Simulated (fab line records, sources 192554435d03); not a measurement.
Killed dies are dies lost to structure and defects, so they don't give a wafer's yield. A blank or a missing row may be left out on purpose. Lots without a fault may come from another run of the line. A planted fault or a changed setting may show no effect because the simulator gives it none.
Which tool did it? | flow n5_finfet | 8 lots, 22 wafers sampled, at 6 steps of a route of 1938

WHAT THE GAUGES READ, wafer by wafer
N5_BEOL_M4_RC_MEAS_101.
lot  | measured     | on        | DIBL_N (mV/V)
L312 | day 9 19:16  | prober-02 | 36.6 37.9 38.8
L314 | day 10 03:49 | prober-01 | 37.7 37.6 34.5
L316 | day 10 19:43 | prober-02 | 35.7 38.2 34.0
L318 | day 11 19:04 | prober-02 | 39.2 37.0 38.2
L321 | day 12 17:54 | prober-02 | 38.3 36.9
L324 | day 12 22:56 | prober-01 | 33.3 34.7 34.8
L327 | day 14 06:01 | prober-01 | 38.4 37.3
L329 | day 14 13:47 | prober-02 | 40.8 35.2 37.1

WHICH TOOL RAN EACH LOT (tool, then ch and the chambers of the sampled wafers, then the start)
lot  | N5_BEOL_M0_SAQP_RECESS_114         | N5_BEOL_M0_SAQP_SPACER1_ETCHBACK_99 | N5_BEOL_M0_SAQP_ETCH_101           | N5_BEOL_M0_SAQP_ETCH_102         | N5_BEOL_M0_SAQP_MANDREL_ETCH_103
L312 | vapor_etch-02 ch 0, day 6 23:58    | rie_diel-04 ch 0,1, day 7 01:37     | rie_diel-02 ch 1,3, day 7 01:50    | rie_si-03 ch 2,3, day 7 01:57    | rie_si-03 ch 2,3, day 7 01:59
L314 | vapor_etch-02 ch 0,1, day 7 15:03  | rie_diel-06 ch 1,2,3, day 7 15:55   | rie_diel-06 ch 0,1,2, day 7 16:08  | rie_si-02 ch 0,2,3, day 7 16:15  | rie_si-02 ch 0,2,3, day 7 16:17
L316 | vapor_etch-01 ch 0,1, day 8 04:53  | rie_diel-02 ch 0,1, day 8 05:47     | rie_diel-06 ch 0,1,2, day 8 06:02  | rie_si-03 ch 0,2,3, day 8 06:08  | rie_si-03 ch 0,2,3, day 8 06:11
L318 | vapor_etch-02 ch 0,1, day 8 18:16  | rie_diel-02 ch 0,2, day 8 19:07     | rie_diel-02 ch 0,3, day 8 19:22    | rie_si-05 ch 0,1,3, day 8 19:28  | rie_si-05 ch 0,1,3, day 8 19:30
L321 | vapor_etch-02 ch 1, day 9 12:53    | rie_diel-06 ch 0,1, day 9 14:03     | rie_diel-02 ch 0,1, day 9 14:17    | rie_si-05 ch 2,3, day 9 14:23    | rie_si-05 ch 2,3, day 9 14:26
L324 | vapor_etch-01 ch 0,1, day 10 01:38 | rie_diel-06 ch 1,2,3, day 10 02:22  | rie_diel-02 ch 2,3, day 10 02:37   | rie_si-03 ch 1,2,3, day 10 02:43 | rie_si-03 ch 1,2,3, day 10 02:44
L327 | vapor_etch-01 ch 1, day 10 20:49   | rie_diel-02 ch 1,2, day 10 22:02    | rie_diel-02 ch 0,2, day 10 22:17   | rie_si-05 ch 1,3, day 10 22:23   | rie_si-05 ch 1,3, day 10 22:25
L329 | vapor_etch-02 ch 0,1, day 11 14:02 | rie_diel-06 ch 1,2,3, day 11 15:11  | rie_diel-06 ch 0,2,3, day 11 15:32 | rie_si-05 ch 0,2,3, day 11 15:38 | rie_si-05 ch 0,2,3, day 11 15:40
- N5_BEOL_M0_SAQP_RECESS_114: chemistry HF/NH3, target SiO2, target depth 14.4 nm, afs cycles 3, sublimation time 60 s.
- N5_BEOL_M0_SAQP_SPACER1_ETCHBACK_99: etches SiO2 in CHF3/O2, target depth 15.4 nm, time 7.7 s.
- N5_BEOL_M0_SAQP_ETCH_101: etches SiNx in CH3F/O2, target depth 29.9 nm, time 42.7 s.
- N5_BEOL_M0_SAQP_ETCH_102: etches SiO2 in CF4, target depth 4 nm, time 4.4 s.
- N5_BEOL_M0_SAQP_MANDREL_ETCH_103: etches a-Si in HBr/Cl2, stops on SiCN, target depth 45 nm, bt time 10 s, time 27 s.

THE ANSWER, worked out from the rows above alone
Rule: what is usual is taken from the lots themselves. Put in order of their means at a reading, lots are off if they are a third of the lots or fewer, leave a main group of 4 or more, and stand apart from it by a gap of 3 or more times the standard deviation of the main group's means; of several such gaps the widest counts. A main group whose means are all the same, to the digits that the tables above print for the reading, isn't used. A lot without any number at a reading at which 4 lots or more have one is off too. The other lots that the step has rows for count as sound.
No lot is off at any reading shown: from this, nothing can be told.

WHAT THE SIMULATOR HAD PUT IN
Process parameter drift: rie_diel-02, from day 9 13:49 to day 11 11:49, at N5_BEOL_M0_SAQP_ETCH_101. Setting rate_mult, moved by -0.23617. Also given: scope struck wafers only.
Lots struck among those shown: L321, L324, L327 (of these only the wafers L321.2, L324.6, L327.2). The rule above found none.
